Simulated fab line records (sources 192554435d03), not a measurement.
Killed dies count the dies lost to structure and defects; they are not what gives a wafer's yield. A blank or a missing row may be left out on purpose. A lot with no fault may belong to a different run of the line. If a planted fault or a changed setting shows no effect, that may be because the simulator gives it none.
Comparing a struck lot with a sound one + flow n5Finfet + 37 out of 1938 route steps
Sound: these wafers, L754.1, L754.3, L754.5. Struck: wafer L756.1 (left out: L756.2, L756.4 of the same lot, which were not struck); the cause appears at the end.
Each step with rows lists, per side, the tool, then ch with its chambers, then its first start. Under that, the readings that differ: sound wafers + struck wafers + difference of the means + sigmas: that difference in standard deviations of wafers without a fault.
alike: readings whose means differ by less than 2 such deviations, and words and numbers that are the same on both sides. not compared: withheld readings, readings that some wafer has no value for, bounds like >300 that may hide the same value, and numbers for which the record gives no deviation and whose values overlap.
The two part at a step that has a row with sigmas, a row that says differs or no value, or rows on one side only. Numbers that have no deviation but don't overlap get no sigmas and don't part them. A reading that every wafer of one side lacks parts them only if that side has two wafers or more.

first, 8 steps without rows for these wafers: N5_BEOL_M0_ECD_118 (material Cu, target thk 300 nm); N5_BEOL_M0_ANNEAL_119 (time 90 s); N5_BEOL_M0_CMP_120 (polishes, stops on SiOC, t overpolish 6.9 s); N5_BEOL_M0_PRE_CLEAN_131 (time 15 s); N5_BEOL_M0_CO_CAP_123 (material Co, precursor CCTBA/H2, target thk 2 nm, time 102.1 s); N5_BEOL_M0_PRE_CLEAN_124 (time 15 s); N5_BEOL_M0_DEP_125 (deposits SiCN from 3MS/NH3, target thk 8 nm, time 14 s); N5_BEOL_M1_ILD_DEP_00 (deposits SiOC from DEMS/O2, target thk 79 nm, time 15.3 s).
N5_BEOL_M1_PECVD_72: deposits SiO2 from TEOS/O2, target thk 16 nm, time 18 s.
  sound on pecvd-02 ch 0,1,2, day 7 12:54; struck on pecvd-02 ch 2, day 7 20:31
| reading                                   | sound      | struck | difference | sigmas |
|-------------------------------------------|------------|--------|------------|--------|
| model.SiO2_of_BEOL_M1_PECVD_72.thkNm (nm) | 16.2 16 16 | 17.2   | +1.1       |        |
  alike: heaterPowerW, showerheadPlenumPTorr, throttleValvePct
  not compared: sinceWetCleanH
then, 25 steps without rows for these wafers: N5_BEOL_M1_HM_DEP_02 (deposits TiN, target thk 20 nm); N5_BEOL_M1_COAT_61 (time 60 s, resist thk 60 nm); N5_BEOL_M1_COAT_62 (time 60 s, resist thk 12 nm); N5_BEOL_M1_COAT_73 (time 60 s, resist thk 5 nm); N5_BEOL_M1_COAT_05 (resist thk 30 nm); N5_BEOL_M1_EBR_07; N5_BEOL_M1_SOFTBAKE_06 (time 60 s); N5_BEOL_M1_EXPOSE_08 (exposes mask M1); N5_BEOL_M1_PEB_09 (peb time 60 s); N5_BEOL_M1_DEVELOP_10 (develop time 30 s); N5_BEOL_M1_DESCUM_16 (chemistry O2, time 7 s); N5_BEOL_M1_ETCH_74 (etches underlayer in N2/H2, target depth 6.5 nm, time 5.2 s); N5_BEOL_M1_ETCH_63 (etches SiARC in CF4, target depth 15.6 nm, time 26 s); N5_BEOL_M1_ETCH_64 (etches SOC in N2/H2, target depth 75 nm, overetch 15 nm, time 112.5 s); N5_BEOL_M1_STRIP_65 (strips in N2/H2); N5_BEOL_M1_STRIP_75 (strips in N2/H2); N5_BEOL_M1_STRIP_66 (strips in CF4); N5_BEOL_M1_HM_OPEN_17 (chemistry Cl2/BCl3, target TiN, target depth 20 nm, overetch 6 nm); N5_BEOL_M1_STRIP_19 (strips in O2); N5_BEOL_M1_COAT_67 (time 60 s, resist thk 60 nm); N5_BEOL_M1_COAT_68 (time 60 s, resist thk 12 nm); N5_BEOL_M1_COAT_76 (time 60 s, resist thk 5 nm); N5_BEOL_M1_COAT_22 (resist thk 30 nm); N5_BEOL_M1_EBR_24; N5_BEOL_M1_SOFTBAKE_23 (time 60 s).
N5_BEOL_M1_HM_STRIP_39: strips TiN in peroxide tin strip, target depth 25 nm, time 158 s.
  sound on wetBench-04 ch 1,2,4, day 7 17:55; struck on wetBench-02 ch 1, day 8 02:05
| reading                                   | sound        | struck | difference | sigmas |
|-------------------------------------------|--------------|--------|------------|--------|
| model.SiO2_of_BEOL_M1_PECVD_72.thkNm (nm) | 16 15.8 15.8 | 17.2   | +1.3       |        |
N5_BEOL_M1_CMP_52: polishes, stops on SiOC, t overpolish 6.8 s, target thk 40 nm.
  sound on cmp-02 ch 1,3, day 7 21:35; struck on cmp-02 ch 1, day 8 05:40
| reading                   | sound          | struck | difference | sigmas |
|---------------------------|----------------|--------|------------|--------|
| barrierFieldEndpointS (s) | 24.8 23.7 24.6 | 26.6   | +2.2       | +3     |
  alike: motorCurrentA, retainingRingPressureFrac, slurryFlowMlMin
N5_BEOL_M4_RC_MEAS_101:
  sound on prober-01 ch 0, day 9 04:25; struck on prober-01 ch 0, day 9 10:06
| reading        | sound             | struck | difference | sigmas |
|----------------|-------------------|--------|------------|--------|
| DIBL_N (mV/V)  | 36.1 34.8 36.1    | 39.4   | +3.7       | +2     |
| IOFF_N (nA/um) | 0.136 0.117 0.133 | 0.207  | +0.078     | +3     |
| IOFF_P (nA/um) | 0.18 0.16 0.18    | 0.27   | +0.10      | +3     |
| ION_N (uA/um)  | 678 663 664       | 693    | +25        | +2     |
| ION_P (uA/um)  | 461 454 457       | 484    | +27        | +3     |
| VT_N (mV)      | 251 252 257       | 244    | -9         | -3     |
| VT_P (mV)      | -253 -255 -252    | -243   | +10        | +3     |
  alike: DIBL_P, SS_N, SS_P

WHERE THEY PART
Last at N5_BEOL_M4_RC_MEAS_101 as far as this record goes, first at N5_BEOL_M1_CMP_52.

WHY: whatever the simulator had introduced
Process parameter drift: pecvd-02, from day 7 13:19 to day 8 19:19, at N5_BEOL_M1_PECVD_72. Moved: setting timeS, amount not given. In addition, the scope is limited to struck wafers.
